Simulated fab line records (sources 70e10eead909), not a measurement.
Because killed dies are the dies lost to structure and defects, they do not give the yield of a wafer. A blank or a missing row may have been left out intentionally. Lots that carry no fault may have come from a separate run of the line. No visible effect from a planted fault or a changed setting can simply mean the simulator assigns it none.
fab line records -- flow nand-harc
[record] lots = 24, wafers = 72, last-day = 32
route steps=1302 shown A_CONTACT@1020
lots with no fault: from the same line, run without faults
start-h: hours from the record's first day to the start of the lot's first wafer shown -- wait-h: time in hours since the lot's previous step -- " unchanged from the row above -- L1.1+2: a single row standing in for several wafers -- - no value, or no start given -- * or withheld: withheld -- < > ~ a bound
route shown NAME@n: NAME is a module with steps in the file, n the number in the route of the first one -- usual: mean and standard deviation over wafers with no fault -- same: alike in all rows -- chamber/n: place in a boat -- sites: per-site readings -- _std_site: the standard deviation of these -- _edge_site: outer sites' mean less inner sites' -- radius-mm: for every site, how far away it sits from the centre of the wafer -- mask NAME#n: copy n -- behind: tool/chamber where the wafer was last shaped -- hold: why the lot was held/for how many hours/how that ended -- device: the n, p or np transistor that did not switch -- end of line: tests of these same wafers at the route's end -- a step with no rows: only its recipe -- killed: count of dies lost to structure and defects at first sort (not the wafer's yield) -- map: a wafer's dies, x killed, . not, _ none there
set.NAME: the setting as run; set.NAME@STEP: as run at that earlier step -- model.NAME: the simulator's own value behind a step, which no gauge read
one table for each step of the route and one row for each wafer, over a sample of lots
services: the hour from which a tool's chamber was out of use, counted from the record's first day as start-h (under 0 if before that day), plus the number of hours and why
[[steps]]
[step NHARC_A_CONTACT_CD_MEAS_53]
[usual] cd-nm = 289.0/1.1
lot.wafer,tool,chamber,start-h,wait-h,cd-nm
L074.1,cd-sem-01,-,497.48,-,288.6
L074.2,cd-sem-01,-,497.48,-,287.7
L074.6,cd-sem-01,-,497.48,-,289.2
L076.1,cd-sem-03,-,515.55,-,289.9
L076.4,cd-sem-03,-,515.55,-,289.7
L076.5,cd-sem-03,-,515.55,-,290.5
L075.1,cd-sem-03,-,517.30,-,287.3
L075.4,cd-sem-03,-,517.30,-,287.7
L075.5,cd-sem-03,-,517.30,-,287.5
L077.2,cd-sem-02,-,518.48,-,290.4
L077.4,cd-sem-02,-,518.48,-,289.5
L077.5,cd-sem-02,-,518.48,-,289.5
L078.1,cd-sem-01,-,522.73,-,289.1
L078.2,cd-sem-01,-,522.73,-,290.8
L078.6,cd-sem-01,-,522.73,-,289.2
L079.2,cd-sem-02,-,548.90,-,289.3
L079.4,cd-sem-02,-,548.90,-,289.2
L079.5,cd-sem-02,-,548.90,-,290.1
L081.1,cd-sem-02,-,564.57,-,288.5
L081.4,cd-sem-02,-,564.57,-,289.0
L081.5,cd-sem-02,-,564.57,-,288.7
L080.1,cd-sem-02,-,564.72,-,288.9
L080.2,cd-sem-02,-,564.72,-,289.7
L080.6,cd-sem-02,-,564.72,-,289.2
L082.3,cd-sem-01,-,575.70,-,288.0
L082.4,cd-sem-01,-,575.70,-,286.6
L082.5,cd-sem-01,-,575.70,-,287.2
L083.3,cd-sem-02,-,586.29,-,289.4
L083.4,cd-sem-02,-,586.29,-,289.7
L083.6,cd-sem-02,-,586.29,-,290.0
L084.1,cd-sem-01,-,598.00,-,289.1
L084.4,cd-sem-01,-,598.00,-,289.3
L084.5,cd-sem-01,-,598.00,-,288.9
L087.1,cd-sem-03,-,618.26,-,287.8
L087.2,cd-sem-03,-,618.26,-,288.1
L087.3,cd-sem-03,-,618.26,-,288.2
L085.2,cd-sem-01,-,619.62,-,289.7
L085.3,cd-sem-01,-,619.62,-,289.3
L085.6,cd-sem-01,-,619.62,-,288.6
L086.1,cd-sem-03,-,628.93,-,286.6
L086.3,cd-sem-03,-,628.93,-,287.0
L086.4,cd-sem-03,-,628.93,-,286.6
L090.2,cd-sem-01,-,649.50,-,291.0
L090.4,cd-sem-01,-,649.50,-,291.0
L090.5,cd-sem-01,-,649.50,-,291.1
L091.2,cd-sem-01,-,650.17,-,290.0
L091.3,cd-sem-01,-,650.17,-,289.7
L091.4,cd-sem-01,-,650.17,-,289.8
L089.2,cd-sem-02,-,653.97,-,289.5
L089.4,cd-sem-02,-,653.97,-,289.2
L089.5,cd-sem-02,-,653.97,-,289.2
L088.2,cd-sem-01,-,659.50,-,288.5
L088.5,cd-sem-01,-,659.50,-,288.9
L088.6,cd-sem-01,-,659.50,-,289.7
L093.1,cd-sem-02,-,675.53,-,289.8
L093.2,cd-sem-02,-,675.53,-,290.3
L093.5,cd-sem-02,-,675.53,-,290.2
L092.2,cd-sem-01,-,676.19,-,289.3
L092.4,cd-sem-01,-,676.19,-,289.3
L092.6,cd-sem-01,-,676.19,-,288.6
L095.1,cd-sem-01,-,693.42,-,289.0
L095.2,cd-sem-01,-,693.42,-,289.5
L095.6,cd-sem-01,-,693.42,-,288.9
L094.1,cd-sem-03,-,693.86,-,289.3
L094.2,cd-sem-03,-,693.86,-,289.5
L094.3,cd-sem-03,-,693.86,-,289.2
L097.1,cd-sem-03,-,701.71,-,287.6
L097.3,cd-sem-03,-,701.71,-,287.7
L097.5,cd-sem-03,-,701.71,-,287.9
L096.1,cd-sem-01,-,708.30,-,290.8
L096.4,cd-sem-01,-,708.30,-,290.0
L096.6,cd-sem-01,-,708.30,-,289.6
[step NHARC_A_CONTACT_DEP_57]
[recipe] target-thk-a = 53000, temp-c = 400, material = aC
[usual] susceptor-temp-C = 399.96/0.23, throttle-valve-pct = 35.001/0.009
lot.wafer,tool,chamber,start-h,wait-h,susceptor-temp-C,throttle-valve-pct
L074.1,acl-dep-02,0,501.54,-,400.16,35.014
L074.2,acl-dep-02,0,501.54,-,399.93,35.006
L074.6,acl-dep-02,0,504.28,-,400.28,34.995
L076.1,acl-dep-02,0,516.78,-,399.75,34.994
L076.4,acl-dep-02,0,518.39,-,399.69,34.995
L076.5,acl-dep-02,0,518.39,-,399.99,35.006
L075.1,acl-dep-02,0,520.00,-,399.66,35.006
L075.4,acl-dep-02,0,521.64,-,399.93,34.997
L075.5,acl-dep-02,0,521.64,-,399.55,35.000
L077.2,acl-dep-03,0,521.16,-,400.10,35.002
L077.4,acl-dep-03,0,522.23,-,400.40,35.013
L077.5,acl-dep-03,0,522.23,-,400.29,35.008
L078.1,acl-dep-01,0,523.80,-,399.77,34.993
L078.2,acl-dep-01,0,523.80,-,400.03,35.024
L078.6,acl-dep-01,0,526.53,-,399.72,34.998
L079.2,acl-dep-01,0,550.39,-,400.16,35.013
L079.4,acl-dep-01,0,551.48,-,399.82,34.992
L079.5,acl-dep-01,0,551.48,-,399.86,34.995
L080.1,acl-dep-01,0,566.13,-,399.79,35.026
L080.2,acl-dep-01,0,566.13,-,399.91,34.996
L080.6,acl-dep-01,0,568.83,-,400.01,35.000
L081.1,acl-dep-01,0,569.37,-,399.72,34.984
L081.4,acl-dep-01,0,570.98,-,400.18,35.002
L081.5,acl-dep-01,0,570.98,-,399.59,35.008
L082.3,acl-dep-02,0,578.40,-,399.93,34.987
L082.4,acl-dep-02,0,578.40,-,400.28,34.993
L082.5,acl-dep-02,0,578.40,-,400.05,34.995
L083.3,acl-dep-02,0,588.77,-,400.02,35.013
L083.4,acl-dep-02,0,588.77,-,400.15,35.008
L083.6,acl-dep-02,0,590.38,-,400.13,34.999
L084.1,acl-dep-03,0,598.95,-,399.56,34.998
L084.4,acl-dep-03,0,600.58,-,399.58,35.003
L084.5,acl-dep-03,0,600.58,-,399.73,34.999
L087.1,acl-dep-01,0,621.44,-,399.63,34.988
L087.2,acl-dep-01,0,621.44,-,399.56,35.018
L087.3,acl-dep-01,0,621.44,-,399.76,35.010
L085.2,acl-dep-03,0,623.46,-,400.19,34.999
L085.3,acl-dep-03,0,623.46,-,400.23,34.990
L085.6,acl-dep-03,0,625.62,-,399.99,34.997
L086.1,acl-dep-03,0,629.89,-,399.96,34.989
L086.3,acl-dep-03,0,630.98,-,399.68,35.008
L086.4,acl-dep-03,0,630.98,-,399.84,34.999
L090.2,acl-dep-01,0,652.18,-,400.45,35.006
L090.4,acl-dep-01,0,653.26,-,400.24,35.003
L090.5,acl-dep-01,0,653.26,-,399.81,35.010
L091.2,acl-dep-02,0,652.47,-,-,35.004
L091.3,acl-dep-02,0,652.47,-,-,35.015
L091.4,acl-dep-02,0,652.47,-,-,34.993
L089.2,acl-dep-03,0,657.93,-,-,34.995
L089.4,acl-dep-03,0,658.99,-,-,35.000
L089.5,acl-dep-03,0,658.99,-,-,35.011
L088.2,acl-dep-02,0,661.95,-,400.02,35.004
L088.5,acl-dep-02,0,663.56,-,399.75,35.000
L088.6,acl-dep-02,0,663.56,-,400.11,35.004
L093.1,acl-dep-03,0,676.53,-,399.87,35.001
L093.2,acl-dep-03,0,676.53,-,399.62,35.005
L093.5,acl-dep-03,0,678.68,-,400.13,34.999
L092.2,acl-dep-02,0,677.69,-,399.58,35.004
L092.4,acl-dep-02,0,678.77,-,400.01,34.994
L092.6,acl-dep-02,0,679.85,-,400.14,34.995
L095.1,acl-dep-01,0,695.06,-,399.54,35.002
L095.2,acl-dep-01,0,695.06,-,399.66,35.011
L095.6,acl-dep-01,0,697.78,-,400.12,35.010
L094.1,acl-dep-03,0,695.68,-,400.28,35.000
L094.2,acl-dep-03,0,695.68,-,399.78,35.014
L094.3,acl-dep-03,0,695.68,-,400.06,35.002
L097.1,acl-dep-03,0,704.42,-,-,34.997
L097.3,acl-dep-03,0,705.48,-,-,35.006
L097.5,acl-dep-03,0,706.55,-,-,34.999
L096.1,acl-dep-02,0,709.25,-,399.90,35.013
L096.4,acl-dep-02,0,710.86,-,400.10,35.005
L096.6,acl-dep-02,0,711.93,-,400.21,34.993
[step NHARC_A_CONTACT_ETCH_78]
[recipe] target-depth-a = 53000, over-etch-frac = 0.3, time-s = 1378, ion-energy-ev = 150, o2-flow-sccm = 400, cos-flow-sccm = 20, ar-flow-sccm = 0, rf-w = 500, bias-w = 300, chemistry = O2/COS
[usual] drypump-motor-current-A = 5.7/0.49, oes-product-au = 1.000/0.013, rf-vpp-V = 314.4/2.1, showerhead-plenum-p-Torr = 3.14/0.13, throttle-valve-pct = 28.330/0.0087
[same] time-s = 1378
lot.wafer,tool,chamber,start-h,wait-h,drypump-motor-current-A,oes-product-au,rf-hours-counter-h,rf-vpp-V,showerhead-plenum-p-Torr,throttle-valve-pct
L074.2,rie-diel-04,3,-,-,5.0,0.988,24,311.3,2.92,28.318
L074.1,rie-diel-04,0,-,-,6.0,1.002,17,315.2,3.27,28.316
L074.6,rie-diel-04,3,-,-,5.0,0.983,-,309.9,2.92,28.345
L076.4,rie-diel-04,0,-,-,6.0,1.013,21,315.5,3.27,28.326
L076.1,rie-diel-04,3,-,-,5.0,0.995,27,310.5,2.92,28.319
L076.5,rie-diel-04,1,-,-,5.5,0.997,-,315.3,3.14,28.324
L075.4,rie-diel-04,2,-,-,6.4,0.995,26,312.3,3.01,28.331
L075.1,rie-diel-04,3,-,-,5.0,0.995,28,311.9,2.92,28.345
L075.5,rie-diel-04,1,-,-,5.5,1.006,-,313.3,3.14,28.321
L077.2,rie-diel-08,1,-,-,5.5,0.994,53,314.7,3.12,28.321
L077.5,rie-diel-08,0,-,-,6.1,1.021,-,318.0,3.34,28.334
L077.4,rie-diel-08,1,-,-,5.5,1.005,-,313.6,3.12,28.342
L078.1,rie-diel-08,3,-,-,5.1,0.982,59,315.5,3.17,28.334
L078.2,rie-diel-08,0,-,-,6.1,1.022,57,318.0,3.34,28.327
L078.6,rie-diel-08,1,-,-,5.5,1.005,-,314.2,3.12,28.313
L079.2,rie-diel-04,0,-,-,6.0,1.018,2,315.5,3.26,28.325
L079.4,rie-diel-04,2,-,-,6.4,0.985,2,314.0,3.01,28.332
L079.5,rie-diel-04,0,-,-,6.0,1.018,-,317.5,3.26,28.314
L080.1,rie-diel-04,3,-,-,5.0,0.983,4,311.6,2.92,28.327
L080.2,rie-diel-04,0,-,-,6.0,0.986,4,317.3,3.26,28.324
L080.6,rie-diel-04,1,-,-,5.5,0.993,-,315.7,3.14,28.331
L081.1,rie-diel-04,0,-,-,6.0,1.007,4,315.2,3.26,28.319
L081.4,rie-diel-04,2,-,-,6.4,0.984,5,311.0,3.00,28.345
L081.5,rie-diel-04,0,-,-,6.0,1.003,-,315.5,3.26,28.329
L082.4,rie-diel-04,0,-,-,6.0,1.015,6,314.9,3.26,28.347
L082.3,rie-diel-04,1,-,-,5.5,1.003,6,315.3,3.14,28.336
L082.5,rie-diel-04,3,-,-,5.0,0.993,-,310.8,2.92,28.346
L083.4,rie-diel-04,1,-,-,5.5,0.991,7,314.7,3.14,28.323
L083.3,rie-diel-04,2,-,-,6.4,0.999,8,311.4,3.00,28.334
L083.6,rie-diel-04,0,-,-,6.0,1.007,-,317.0,3.26,28.332
L084.1,rie-diel-08,0,-,-,6.1,1.035,17,316.3,3.33,28.335
L084.4,rie-diel-08,2,-,-,6.3,1.001,21,314.1,3.10,28.332
L084.5,rie-diel-08,3,-,-,5.1,1.015,-,314.8,3.16,28.335
L087.1,rie-diel-10,2,-,-,5.1,1.009,6,317.4,3.32,28.333
L087.2,rie-diel-10,3,-,-,5.8,0.967,5,314.8,3.12,28.322
L087.3,rie-diel-10,1,-,-,5.5,0.975,8,315.7,3.29,28.332
L085.3,rie-diel-04,3,-,-,5.0,0.986,14,310.1,2.92,28.335
L085.2,rie-diel-04,0,-,-,6.0,1.005,13,315.8,3.26,28.344
L085.6,rie-diel-04,2,-,-,6.4,1.003,-,313.2,3.00,28.329
L086.1,rie-diel-08,2,-,-,6.3,0.987,31,313.0,3.10,28.332
L086.4,rie-diel-08,3,-,-,5.1,1.001,32,315.5,3.15,28.323
L086.3,rie-diel-08,0,-,-,6.1,1.014,28,316.5,3.33,28.345
L090.2,rie-diel-08,0,-,-,6.0,1.017,34,317.3,3.32,28.334
L090.4,rie-diel-08,1,-,-,5.5,0.979,32,313.7,3.11,28.333
L090.5,rie-diel-08,3,-,-,5.1,1.004,-,315.9,3.15,28.335
L091.2,rie-diel-04,0,-,-,6.0,0.998,19,315.1,3.26,28.339
L091.3,rie-diel-04,3,-,-,5.0,0.983,20,310.2,2.91,28.335
L091.4,rie-diel-04,0,-,-,6.0,1.008,-,317.4,3.26,28.324
L089.2,rie-diel-04,3,-,-,5.0,0.982,21,309.9,2.91,28.340
L089.4,rie-diel-04,0,-,-,6.0,1.004,20,316.5,3.26,28.339
L089.5,rie-diel-04,1,-,-,5.5,0.995,-,313.3,3.13,28.328
L088.2,rie-diel-08,2,-,-,6.4,1.015,43,313.0,3.09,28.328
L088.5,rie-diel-08,0,-,-,6.0,1.028,-,317.2,3.32,28.338
L088.6,rie-diel-08,1,-,-,5.5,1.001,-,312.3,3.11,28.323
L093.1,rie-diel-04,1,-,-,5.5,1.008,24,312.7,3.13,28.334
L093.2,rie-diel-04,2,-,-,6.4,1.003,23,313.0,3.00,28.351
L093.5,rie-diel-04,1,-,-,5.5,1.002,-,314.7,3.13,28.326
L092.4,rie-diel-08,0,-,-,6.0,1.021,43,317.3,3.32,28.336
L092.2,rie-diel-08,1,-,-,5.5,0.994,39,315.4,3.10,28.328
L092.6,rie-diel-08,3,-,-,5.1,0.999,-,315.2,3.15,28.317
L095.1,rie-diel-10,1,-,-,5.5,0.985,31,316.0,3.28,28.329
L095.2,rie-diel-10,2,-,-,5.1,1.023,28,316.5,3.31,28.332
L095.6,rie-diel-10,0,-,-,5.0,1.006,-,316.6,3.30,28.336
L094.1,rie-diel-04,0,-,-,6.0,1.001,28,316.6,3.25,28.337
L094.2,rie-diel-04,1,-,-,5.5,0.995,27,313.7,3.13,28.324
L094.3,rie-diel-04,2,-,-,6.4,0.997,26,311.7,2.99,28.310
L097.3,rie-diel-10,0,-,-,5.0,1.007,37,315.4,3.30,28.330
L097.1,rie-diel-10,3,-,-,5.7,0.980,32,314.1,3.11,28.324
L097.5,rie-diel-10,0,-,-,5.0,1.010,-,317.7,3.30,28.337
L096.4,rie-diel-08,1,-,-,5.5,1.004,52,312.3,3.10,28.319
L096.1,rie-diel-08,2,-,-,6.3,1.007,59,313.8,3.08,28.317
L096.6,rie-diel-08,0,-,-,6.0,1.029,-,316.2,3.31,28.322
[step NHARC_A_CONTACT_ETCH_125]
[recipe] source-w = withheld, pressure-mtorr = 20, bias-v = 3000, time-s = 197, target-depth-a = 19180, ar-flow-sccm = withheld, c4f8-flow-sccm = withheld, o2-flow-sccm = withheld, chemistry = C4F8/O2/Ar
[same] time-s = 197
lot.wafer,tool,chamber,start-h,wait-h,rf-hours-counter-h
L074.2,har-cap-etch-03,1,507.49,0.2,39
L074.1,har-cap-etch-03,0,507.49,0.2,39
L074.6,har-cap-etch-03,0,507.49,0.2,-
L076.1,har-cap-etch-03,0,522.70,0.2,45
L076.4,har-cap-etch-03,0,522.70,0.2,-
L076.5,har-cap-etch-03,1,522.70,0.2,-
L075.1,har-cap-etch-02,1,525.94,0.2,91
L075.4,har-cap-etch-02,1,525.94,0.2,-
L075.5,har-cap-etch-02,0,525.94,0.2,-
L077.2,har-cap-etch-01,0,526.81,0.2,5
L077.4,har-cap-etch-01,1,526.81,0.2,-
L077.5,har-cap-etch-01,1,526.81,0.2,-
L078.1,har-cap-etch-03,1,529.94,0.2,46
L078.2,har-cap-etch-03,0,529.94,0.2,46
L078.6,har-cap-etch-03,1,529.94,0.2,-
L079.2,har-cap-etch-03,1,555.69,0.2,49
L079.4,har-cap-etch-03,1,555.69,0.2,-
L079.5,har-cap-etch-03,0,555.69,0.2,-
L080.2,har-cap-etch-02,1,572.04,0.2,98
L080.1,har-cap-etch-02,0,572.04,0.2,98
L080.6,har-cap-etch-02,1,572.04,0.2,-
L081.1,har-cap-etch-03,0,575.28,0.2,53
L081.4,har-cap-etch-03,0,575.28,0.2,-
L081.5,har-cap-etch-03,0,575.28,0.2,-
L082.3,har-cap-etch-03,1,583.36,0.2,-
L082.4,har-cap-etch-03,0,583.36,0.2,-
L082.5,har-cap-etch-03,0,583.36,0.2,-
L083.3,har-cap-etch-01,0,593.64,0.2,-
L083.4,har-cap-etch-01,1,593.64,0.2,-
L083.6,har-cap-etch-01,1,593.64,0.2,-
L084.1,har-cap-etch-01,0,605.57,0.2,19
L084.4,har-cap-etch-01,0,605.57,0.2,-
L084.5,har-cap-etch-01,0,605.57,0.2,-
L087.1,har-cap-etch-03,0,627.35,0.2,61
L087.2,har-cap-etch-03,1,627.35,0.2,61
L087.3,har-cap-etch-03,1,627.35,0.2,-
L085.2,har-cap-etch-01,1,629.04,0.2,22
L085.3,har-cap-etch-01,1,629.04,0.2,-
L085.6,har-cap-etch-01,0,629.04,0.2,-
L086.1,har-cap-etch-03,0,635.98,0.2,63
L086.3,har-cap-etch-03,1,635.98,0.2,-
L086.4,har-cap-etch-03,0,635.98,0.2,-
L090.2,har-cap-etch-03,0,657.57,0.2,67
L090.4,har-cap-etch-03,0,657.57,0.2,-
L090.5,har-cap-etch-03,1,657.57,0.2,-
L091.2,har-cap-etch-02,0,658.11,0.2,114
L091.4,har-cap-etch-02,0,658.11,0.2,-
L091.3,har-cap-etch-02,1,658.11,0.2,-
L089.2,har-cap-etch-01,1,663.31,0.2,30
L089.4,har-cap-etch-01,1,663.31,0.2,-
L089.5,har-cap-etch-01,1,663.31,0.2,-
L088.2,har-cap-etch-02,0,667.32,0.2,116
L088.6,har-cap-etch-02,0,667.32,0.2,-
L088.5,har-cap-etch-02,1,667.32,0.2,-
L093.1,har-cap-etch-02,0,682.43,0.2,120
L093.2,har-cap-etch-02,1,682.43,0.2,120
L093.5,har-cap-etch-02,1,682.43,0.2,-
L092.2,har-cap-etch-01,1,682.98,0.2,34
L092.4,har-cap-etch-01,0,682.98,0.2,-
L092.6,har-cap-etch-01,1,682.98,0.2,-
L095.1,har-cap-etch-02,1,701.16,0.2,124
L095.2,har-cap-etch-02,0,701.16,0.2,124
L095.6,har-cap-etch-02,1,701.16,0.2,-
L094.2,har-cap-etch-03,0,701.57,0.2,77
L094.1,har-cap-etch-03,1,701.57,0.2,77
L094.3,har-cap-etch-03,0,701.57,0.2,-
L097.1,har-cap-etch-02,1,710.16,0.2,126
L097.3,har-cap-etch-02,1,710.16,0.2,-
L097.5,har-cap-etch-02,0,710.16,0.2,-
L096.1,har-cap-etch-03,0,715.14,0.2,80
L096.4,har-cap-etch-03,1,715.14,0.2,-
L096.6,har-cap-etch-03,1,715.14,0.2,-
[step NHARC_A_CONTACT_ETCH_130]
[recipe] source-w = withheld, pressure-mtorr = 20, bias-v = 3000, time-s = 197, target-depth-a = 19180, ar-flow-sccm = withheld, c4f8-flow-sccm = withheld, o2-flow-sccm = withheld, chemistry = C4F8/O2/Ar
[same] time-s = 197
lot.wafer,tool,chamber,start-h,wait-h,rf-hours-counter-h
L074.2,har-cap-etch-03,1,508.37,0.1,40
L074.1,har-cap-etch-03,0,508.37,0.1,40
L074.6,har-cap-etch-03,0,508.37,0.1,-
L076.1,har-cap-etch-03,0,523.57,0.1,45
L076.4,har-cap-etch-03,0,523.57,0.1,-
L076.5,har-cap-etch-03,1,523.57,0.1,-
L075.1,har-cap-etch-02,1,526.83,0.1,92
L075.4,har-cap-etch-02,1,526.83,0.1,-
L075.5,har-cap-etch-02,0,526.83,0.1,-
L077.2,har-cap-etch-01,0,527.69,0.1,6
L077.4,har-cap-etch-01,1,527.69,0.1,-
L077.5,har-cap-etch-01,1,527.69,0.1,-
L078.1,har-cap-etch-03,1,530.83,0.1,47
L078.2,har-cap-etch-03,0,530.83,0.1,47
L078.6,har-cap-etch-03,1,530.83,0.1,-
L079.2,har-cap-etch-03,1,556.57,0.1,50
L079.4,har-cap-etch-03,1,556.57,0.1,-
L079.5,har-cap-etch-03,0,556.57,0.1,-
L080.2,har-cap-etch-02,1,572.93,0.1,99
L080.1,har-cap-etch-02,0,572.93,0.1,99
L080.6,har-cap-etch-02,1,572.93,0.1,-
L081.1,har-cap-etch-03,0,576.17,0.1,53
L081.4,har-cap-etch-03,0,576.17,0.1,-
L081.5,har-cap-etch-03,0,576.17,0.1,-
L082.3,har-cap-etch-03,1,584.23,0.1,-
L082.4,har-cap-etch-03,0,584.23,0.1,-
L082.5,har-cap-etch-03,0,584.23,0.1,-
L083.3,har-cap-etch-01,0,594.52,0.1,-
L083.4,har-cap-etch-01,1,594.52,0.1,-
L083.6,har-cap-etch-01,1,594.52,0.1,-
L084.1,har-cap-etch-01,0,606.74,0.2,20
L084.4,har-cap-etch-01,0,606.74,0.2,-
L084.5,har-cap-etch-01,0,606.74,0.2,-
L087.1,har-cap-etch-03,0,628.24,0.1,62
L087.2,har-cap-etch-03,1,628.24,0.1,62
L087.3,har-cap-etch-03,1,628.24,0.1,-
L085.2,har-cap-etch-01,1,630.22,0.2,23
L085.3,har-cap-etch-01,1,630.22,0.2,-
L085.6,har-cap-etch-01,0,630.22,0.2,-
L086.1,har-cap-etch-03,0,637.15,0.2,64
L086.3,har-cap-etch-03,1,637.15,0.2,-
L086.4,har-cap-etch-03,0,637.15,0.2,-
L090.2,har-cap-etch-03,0,658.44,0.1,68
L090.4,har-cap-etch-03,0,658.44,0.1,-
L090.5,har-cap-etch-03,1,658.44,0.1,-
L091.2,har-cap-etch-02,0,658.99,0.2,115
L091.4,har-cap-etch-02,0,658.99,0.2,-
L091.3,har-cap-etch-02,1,658.99,0.2,-
L089.2,har-cap-etch-01,1,664.20,0.1,30
L089.4,har-cap-etch-01,1,664.20,0.1,-
L089.5,har-cap-etch-01,1,664.20,0.1,-
L088.2,har-cap-etch-02,0,668.20,0.1,117
L088.6,har-cap-etch-02,0,668.20,0.1,-
L088.5,har-cap-etch-02,1,668.20,0.1,-
L093.1,har-cap-etch-02,0,683.32,0.1,121
L093.2,har-cap-etch-02,1,683.32,0.1,121
L093.5,har-cap-etch-02,1,683.32,0.1,-
L092.2,har-cap-etch-01,1,683.87,0.2,35
L092.4,har-cap-etch-01,0,683.87,0.2,-
L092.6,har-cap-etch-01,1,683.87,0.2,-
L095.1,har-cap-etch-02,1,702.04,0.1,125
L095.2,har-cap-etch-02,0,702.04,0.1,125
L095.6,har-cap-etch-02,1,702.04,0.1,-
L094.2,har-cap-etch-03,0,702.46,0.1,78
L094.1,har-cap-etch-03,1,702.46,0.1,78
L094.3,har-cap-etch-03,0,702.46,0.1,-
L097.1,har-cap-etch-02,1,711.04,0.1,127
L097.3,har-cap-etch-02,1,711.04,0.1,-
L097.5,har-cap-etch-02,0,711.04,0.1,-
L096.1,har-cap-etch-03,0,716.02,0.1,81
L096.4,har-cap-etch-03,1,716.02,0.1,-
L096.6,har-cap-etch-03,1,716.02,0.1,-
[step NHARC_A_CONTACT_CD_MEAS_80]
[usual] cd-nm = 289.4/0.98
lot.wafer,tool,chamber,start-h,wait-h,cd-nm
L074.1,cd-sem-03,-,509.95,-,287.9
L074.2,cd-sem-03,-,509.95,-,288.1
L074.6,cd-sem-03,-,509.95,-,288.3
L076.1,cd-sem-03,-,525.28,-,289.6
L076.4,cd-sem-03,-,525.28,-,290.7
L076.5,cd-sem-03,-,525.28,-,290.6
L075.1,cd-sem-03,-,528.38,-,287.6
L075.4,cd-sem-03,-,528.38,-,287.6
L075.5,cd-sem-03,-,528.38,-,287.3
L077.2,cd-sem-01,-,529.21,-,288.5
L077.4,cd-sem-01,-,529.21,-,289.7
L077.5,cd-sem-01,-,529.21,-,288.2
L078.1,cd-sem-02,-,532.40,-,289.5
L078.2,cd-sem-02,-,532.40,-,290.1
L078.6,cd-sem-02,-,532.40,-,290.3
L079.2,cd-sem-01,-,558.08,-,290.4
L079.4,cd-sem-01,-,558.08,-,289.8
L079.5,cd-sem-01,-,558.08,-,290.8
L080.1,cd-sem-02,-,574.49,-,289.0
L080.2,cd-sem-02,-,574.49,-,291.3
L080.6,cd-sem-02,-,574.49,-,290.0
L081.1,cd-sem-01,-,577.70,-,290.7
L081.4,cd-sem-01,-,577.70,-,290.8
L081.5,cd-sem-01,-,577.70,-,290.0
L082.3,cd-sem-03,-,585.72,-,287.7
L082.4,cd-sem-03,-,585.72,-,288.8
L082.5,cd-sem-03,-,585.72,-,288.6
L083.3,cd-sem-01,-,596.00,-,288.9
L083.4,cd-sem-01,-,596.00,-,290.2
L083.6,cd-sem-01,-,596.00,-,289.8
L084.1,cd-sem-01,-,608.55,-,290.1
L084.4,cd-sem-01,-,608.55,-,288.9
L084.5,cd-sem-01,-,608.55,-,290.2
L087.1,cd-sem-03,-,629.76,-,288.7
L087.2,cd-sem-03,-,629.76,-,289.8
L087.3,cd-sem-03,-,629.76,-,289.2
L085.2,cd-sem-02,-,632.05,-,290.1
L085.3,cd-sem-02,-,632.05,-,289.9
L085.6,cd-sem-02,-,632.05,-,289.3
L086.1,cd-sem-02,-,639.00,-,287.4
L086.3,cd-sem-02,-,639.00,-,287.5
L086.4,cd-sem-02,-,639.00,-,287.4
L090.2,cd-sem-01,-,660.18,-,291.0
L090.4,cd-sem-01,-,660.18,-,290.1
L090.5,cd-sem-01,-,660.18,-,290.7
L091.2,cd-sem-03,-,660.53,-,290.0
L091.3,cd-sem-03,-,660.53,-,290.8
L091.4,cd-sem-03,-,660.53,-,289.8
L089.2,cd-sem-02,-,665.75,-,289.1
L089.4,cd-sem-02,-,665.75,-,288.8
L089.5,cd-sem-02,-,665.75,-,288.8
L088.2,cd-sem-03,-,669.74,-,290.1
L088.5,cd-sem-03,-,669.74,-,289.7
L088.6,cd-sem-03,-,669.74,-,290.7
L093.1,cd-sem-01,-,684.85,-,290.1
L093.2,cd-sem-01,-,684.85,-,289.4
L093.5,cd-sem-01,-,684.85,-,289.8
L092.2,cd-sem-01,-,685.51,-,289.3
L092.4,cd-sem-01,-,685.51,-,289.5
L092.6,cd-sem-01,-,685.51,-,290.5
L095.1,cd-sem-03,-,703.57,-,290.6
L095.2,cd-sem-03,-,703.57,-,290.1
L095.6,cd-sem-03,-,703.57,-,290.2
L094.1,cd-sem-01,-,703.99,-,289.2
L094.2,cd-sem-01,-,703.99,-,289.7
L094.3,cd-sem-01,-,703.99,-,290.1
L097.1,cd-sem-03,-,712.57,-,288.3
L097.3,cd-sem-03,-,712.57,-,287.6
L097.5,cd-sem-03,-,712.57,-,288.4
L096.1,cd-sem-01,-,717.68,-,289.7
L096.4,cd-sem-01,-,717.68,-,290.4
L096.6,cd-sem-01,-,717.68,-,289.9
[[services]]
tool,chamber,start-h,hours,kind
acl-dep-03,-,480.08,13.0,pm
rie-diel-04,0,486.77,-,clean
rie-diel-04,1,486.77,-,clean
rie-diel-04,2,486.77,-,clean
rie-diel-04,3,486.77,-,clean
rie-diel-04,0,491.26,12.4,repair
rie-diel-10,-,491.56,33.9,repair
har-cap-etch-01,-,497.00,17.0,pm
rie-diel-04,0,511.27,-,clean
rie-diel-04,1,511.27,-,clean
rie-diel-04,2,511.27,-,clean
rie-diel-04,3,511.27,-,clean
rie-diel-04,3,515.41,4.2,repair
rie-diel-04,-,531.90,9.0,pm
rie-diel-08,-,541.65,3.1,repair
rie-diel-08,-,544.84,9.0,pm
acl-dep-01,-,553.13,13.0,pm
rie-diel-10,-,597.01,9.0,pm
rie-diel-08,1,607.41,5.6,repair
acl-dep-02,-,609.79,13.0,pm
rie-diel-04,2,651.55,7.8,repair
acl-dep-03,-,662.46,13.0,pm
rie-diel-10,3,676.89,4.7,repair
rie-diel-04,-,708.90,9.0,pm
[[key]]
fault none
